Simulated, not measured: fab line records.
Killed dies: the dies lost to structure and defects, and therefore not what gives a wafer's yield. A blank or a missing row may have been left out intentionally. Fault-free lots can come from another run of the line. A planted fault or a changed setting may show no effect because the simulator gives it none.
Which tool is to blame?	flow n5Finfet	24 lots, 72 wafers sampled, at 6 steps of a route of 1938

WHAT THE GAUGES SHOWED, per wafer
N5_BEOL_M4_INSPECT_13: inspects for defects (brightfield).
lot	measured	on	rawDefectCount
L075	day 8 21:18	defectInspect-02	366 476 574
L074	day 9 00:33	defectInspect-01	513 404 479
L078	day 9 01:46	defectInspect-02	392 421 657
L077	day 9 01:56	defectInspect-02	396 587 333
L076	day 9 01:59	defectInspect-02	405 348 444
L079	day 9 06:04	defectInspect-01	491 298 528
L080	day 9 22:41	defectInspect-02	395 483 539
L081	day 9 22:51	defectInspect-02	379 313 297
L082	day 10 02:23	defectInspect-01	470 371 397
L083	day 10 13:16	defectInspect-02	445 325 397
L084	day 11 03:19	defectInspect-02	306 374 323
L085	day 11 04:08	defectInspect-02	321 404 282
L086	day 11 04:10	defectInspect-01	422 325 315
L087	day 11 04:13	defectInspect-02	415 476 499
L088	day 11 17:49	defectInspect-02	303 363 371
L089	day 11 20:52	defectInspect-01	393 451 421
L090	day 12 01:46	defectInspect-01	339 312 304
L091	day 12 12:04	defectInspect-02	488 250 456
L093	day 12 23:58	defectInspect-01	487 323 600
L092	day 13 00:40	defectInspect-01	430 531 500
L094	day 13 09:14	defectInspect-02	463 441 390
L096	day 13 23:24	defectInspect-01	360 501 379
L095	day 14 02:40	defectInspect-02	390 442 540
L097	day 14 06:44	defectInspect-01	624 485 421

N5_BEOL_M4_INSPECT_59: inspects for defects (darkfield).
lot	measured	on	rawDefectCount
L075	day 9 10:28	defectInspect-02	46 53 35
L074	day 9 10:59	defectInspect-02	106 82 89
L078	day 9 15:40	defectInspect-02	71 102 69
L077	day 9 21:04	defectInspect-02	71 119 79
L076	day 10 02:12	defectInspect-02	85 83 102
L079	day 10 06:53	defectInspect-01	62 52 57
L080	day 10 10:26	defectInspect-01	125 99 158
L081	day 10 20:50	defectInspect-01	94 117 98
L082	day 10 22:26	defectInspect-01	64 98 90
L083	day 11 09:06	defectInspect-01	124 102 86
L084	day 11 17:15	defectInspect-01	124 106 54
L085	day 11 14:27	defectInspect-02	121 94 61
L086	day 11 17:30	defectInspect-01	67 58 58
L087	day 12 07:53	defectInspect-02	66 102 51
L088	day 12 15:33	defectInspect-01	74 58 74
L089	day 12 19:27	defectInspect-01	138 77 80
L090	day 13 02:59	defectInspect-01	80 148 108
L091	day 13 05:07	defectInspect-01	57 120 111
L093	day 13 08:56	defectInspect-02	77 77 54
L092	day 13 13:34	defectInspect-02	41 48 58
L094	day 14 07:05	defectInspect-01	66 56 56
L096	day 14 07:38	defectInspect-02	63 57 44
L095	day 14 14:17	defectInspect-01	41 59 40
L097	day 14 15:50	defectInspect-01	81 67 75

N5_BEOL_M5_OVL_MEAS_29.
lot	measured	on	V4_OVL (nm)
L075	day 9 15:17	overlay-01	0.8 -0.2 -1.2
L074	day 9 15:26	overlay-02	2.1 1.2 0.9
L078	day 9 21:44	overlay-02	1.8 0.9 1.4
L077	day 10 03:10	overlay-01	0.1 0.0 -0.2
L076	day 10 09:39	overlay-01	0.2 0.4 0.7
L079	day 10 12:00	overlay-01	1.6 2.6 1.4
L080	day 10 15:07	overlay-01	0.1 1.0 -0.2
L081	day 11 01:50	overlay-01	0.5 0.3 0.9
L082	day 11 06:20	overlay-02	2.0 1.7 1.6
L083	day 11 16:13	overlay-02	0.9 0.0 0.4
L084	day 12 00:04	overlay-02	0.8 0.4 0.4
L085	day 11 19:37	overlay-01	0.4 0.9 0.3
L086	day 11 23:02	overlay-01	0.9 0.7 1.5
L087	day 12 14:17	overlay-02	1.0 0.9 1.7
L088	day 12 20:28	overlay-01	1.2 0.9 0.9
L089	day 13 03:35	overlay-01	0.4 1.3 1.4
L090	day 13 07:03	overlay-01	0.2 0.4 0.6
L091	day 13 10:48	overlay-01	0.2 0.6 0.1
L093	day 13 15:42	overlay-02	0.6 -0.4 -0.7
L092	day 13 17:47	overlay-02	-0.3 -0.5 0.0
L094	day 14 11:09	overlay-02	-0.6 -0.3 -0.5
L096	day 14 12:16	overlay-01	0.3 -0.2 -0.3
L095	day 14 21:22	overlay-01	-0.7 -0.8 -0.7
L097	day 14 21:25	overlay-02	1.1 1.8 2.5

WHICH TOOL RAN EACH LOT (tool, then ch and the chambers of the sampled wafers, then the start)
lot	N5_BEOL_M4_SPUTTER_48	N5_BEOL_M4_ANNEAL_49	N5_BEOL_M5_HM_OPEN_17
L075	pvdSputter-01, day 9 07:36	pvdSputter-01, day 9 07:41	rieMetal-03 ch 0,1, day 9 14:45
L074	pvdSputter-02, day 9 08:01	pvdSputter-02, day 9 08:06	rieMetal-01 ch 0,1, day 9 14:52
L078	pvdSputter-01, day 9 12:50	pvdSputter-01, day 9 12:55	rieMetal-02 ch 0,1, day 9 18:39
L077	pvdSputter-02, day 9 18:12	pvdSputter-02, day 9 18:17	rieMetal-02 ch 0, day 10 02:29
L076	pvdSputter-03, day 9 23:20	pvdSputter-03, day 9 23:25	rieMetal-03 ch 0,1, day 10 05:47
L079	pvdSputter-01, day 10 04:02	pvdSputter-01, day 10 04:07	rieMetal-01 ch 0,1, day 10 11:20
L080	pvdSputter-03, day 10 07:35	pvdSputter-03, day 10 07:40	rieMetal-02 ch 0, day 10 13:26
L081	pvdSputter-03, day 10 17:52	pvdSputter-03, day 10 17:56	rieMetal-01 ch 0,1, day 11 00:11
L082	pvdSputter-01, day 10 19:36	pvdSputter-01, day 10 19:41	rieMetal-03 ch 0,1, day 11 03:14
L083	pvdSputter-01, day 11 06:16	pvdSputter-01, day 11 06:21	rieMetal-03 ch 0,1, day 11 13:12
L084	pvdSputter-03, day 11 14:22	pvdSputter-03, day 11 14:26	rieMetal-02 ch 0,1, day 11 21:22
L085	pvdSputter-01, day 11 11:37	pvdSputter-01, day 11 11:41	rieMetal-02 ch 0,1, day 11 17:40
L086	pvdSputter-02, day 11 14:38	pvdSputter-02, day 11 14:43	rieMetal-02 ch 0,1, day 11 21:36
L087	pvdSputter-02, day 12 04:55	pvdSputter-02, day 12 05:00	rieMetal-02 ch 1, day 12 11:02
L088	pvdSputter-02, day 12 12:42	pvdSputter-02, day 12 12:47	rieMetal-03 ch 0,1, day 12 19:46
L089	pvdSputter-02, day 12 16:37	pvdSputter-02, day 12 16:42	rieMetal-01 ch 0,1, day 13 00:09
L090	pvdSputter-02, day 13 00:08	pvdSputter-02, day 13 00:13	rieMetal-02 ch 0,1, day 13 06:19
L091	pvdSputter-02, day 13 02:17	pvdSputter-02, day 13 02:22	rieMetal-01 ch 0,1, day 13 09:11
L093	pvdSputter-01, day 13 05:48	pvdSputter-01, day 13 05:53	rieMetal-03 ch 0,1, day 13 12:41
L092	pvdSputter-01, day 13 09:10	pvdSputter-01, day 13 09:14	rieMetal-03 ch 0,1, day 13 17:08
L094	pvdSputter-01, day 14 02:00	pvdSputter-01, day 14 02:05	rieMetal-03 ch 0,1, day 14 10:19
L096	pvdSputter-01, day 14 03:50	pvdSputter-01, day 14 03:55	rieMetal-03 ch 0,1, day 14 10:59
L095	pvdSputter-03, day 14 11:18	pvdSputter-03, day 14 11:23	rieMetal-02 ch 0, day 14 19:32
L097	pvdSputter-02, day 14 12:59	pvdSputter-02, day 14 13:04	rieMetal-02 ch 0,1, day 14 19:47
- N5_BEOL_M4_SPUTTER_48: material Cu, target thk 4.5 nm, time 8.29 s.
- N5_BEOL_M4_ANNEAL_49: time 240 s.
- N5_BEOL_M5_HM_OPEN_17: chemistry Cl2/BCl3, target TiN, target depth 20 nm, overetch 6 nm.

WHAT THE TOOLS THEMSELVES READ (means of the sampled wafers that have a number; where no wafer has one, the mark that the record gives instead)
N5_BEOL_M4_SPUTTER_48.
lot	tool	throttleValvePct (%)
L075	pvdSputter-01	29.4
L074	pvdSputter-02	29.9
L078	pvdSputter-01	29.0
L077	pvdSputter-02	31.3
L076	pvdSputter-03	30.0
L079	pvdSputter-01	29.6
L080	pvdSputter-03	30.8
L081	pvdSputter-03	31.4
L082	pvdSputter-01	28.7
L083	pvdSputter-01	30.3
L084	pvdSputter-03	31.0
L085	pvdSputter-01	30.4
L086	pvdSputter-02	30.6
L087	pvdSputter-02	30.1
L088	pvdSputter-02	29.9
L089	pvdSputter-02	30.6
L090	pvdSputter-02	31.1
L091	pvdSputter-02	30.8
L093	pvdSputter-01	29.7
L092	pvdSputter-01	29.5
L094	pvdSputter-01	30.0
L096	pvdSputter-01	30.2
L095	pvdSputter-03	30.8
L097	pvdSputter-02	30.4

N5_BEOL_M4_ANNEAL_49.
lot	tool	heaterPowerW (W)
L075	pvdSputter-01	816
L074	pvdSputter-02	872
L078	pvdSputter-01	862
L077	pvdSputter-02	938
L076	pvdSputter-03	921
L079	pvdSputter-01	797
L080	pvdSputter-03	816
L081	pvdSputter-03	747
L082	pvdSputter-01	843
L083	pvdSputter-01	806
L084	pvdSputter-03	803
L085	pvdSputter-01	812
L086	pvdSputter-02	916
L087	pvdSputter-02	923
L088	pvdSputter-02	872
L089	pvdSputter-02	888
L090	pvdSputter-02	887
L091	pvdSputter-02	923
L093	pvdSputter-01	877
L092	pvdSputter-01	752
L094	pvdSputter-01	865
L096	pvdSputter-01	752
L095	pvdSputter-03	797
L097	pvdSputter-02	822

N5_BEOL_M5_HM_OPEN_17.
lot	tool	drypumpMotorCurrentA (A)	heBacksideLeakSccm (sccm)	oesProductAu (a.u.)	throttleValvePct (%)
L075	rieMetal-03	5.2	3.3	0.59	22.21
L074	rieMetal-01	5.9	3.1	0.62	22.07
L078	rieMetal-02	5.5	3.7	0.61	22.43
L077	rieMetal-02	5.2	3.8	0.55	22.53
L076	rieMetal-03	5.1	3.3	0.58	22.22
L079	rieMetal-01	5.9	3.3	0.61	22.08
L080	rieMetal-02	5.2	3.8	0.55	22.55
L081	rieMetal-01	5.9	3.2	0.61	22.08
L082	rieMetal-03	5.2	3.2	0.58	22.39
L083	rieMetal-03	5.2	3.3	0.58	22.39
L084	rieMetal-02	5.4	4.1	0.60	22.44
L085	rieMetal-02	5.4	3.6	0.60	22.45
L086	rieMetal-02	5.4	3.7	0.61	22.45
L087	rieMetal-02	6.1	3.6	0.69	22.27
L088	rieMetal-03	5.2	3.2	0.58	22.40
L089	rieMetal-01	5.9	3.2	0.60	22.11
L090	rieMetal-02	5.4	3.5	0.80	22.15
L091	rieMetal-01	5.6	3.1	0.63	22.26
L093	rieMetal-03	5.1	3.2	0.57	22.23
L092	rieMetal-03	5.2	3.1	0.58	22.38
L094	rieMetal-03	5.2	3.2	0.57	22.23
L096	rieMetal-03	5.1	3.3	0.56	22.25
L095	rieMetal-02	5.1	3.6	0.82	22.10
L097	rieMetal-02	5.8	3.5	0.73	22.20

THE ANSWER, worked out from the rows above alone
Rule: what is usual is taken from the lots themselves. Put in order of their means at a reading, lots are off if they are a third of the lots or fewer, leave a main group of 4 or more, and stand apart from it by a gap of 3 or more times the standard deviation of the main group's means; of several such gaps the widest counts. A main group is skipped when, at the precision printed for the reading in the tables above, its means are all equal. Also off: a lot with no number at a reading for which 4 or more lots have one. Any other lot the step has rows for is counted as sound. Order of review: gauges by route order, followed by the tools' own readings, for which a lot's mean as printed above is used. The first step at which some lot is off is used, and at that step the reading that is off furthest; a lot without a number counts as furthest.
No lot is off on any of the readings shown, so nothing can be concluded from this.

WHAT WAS PUT IN BY THE SIMULATOR
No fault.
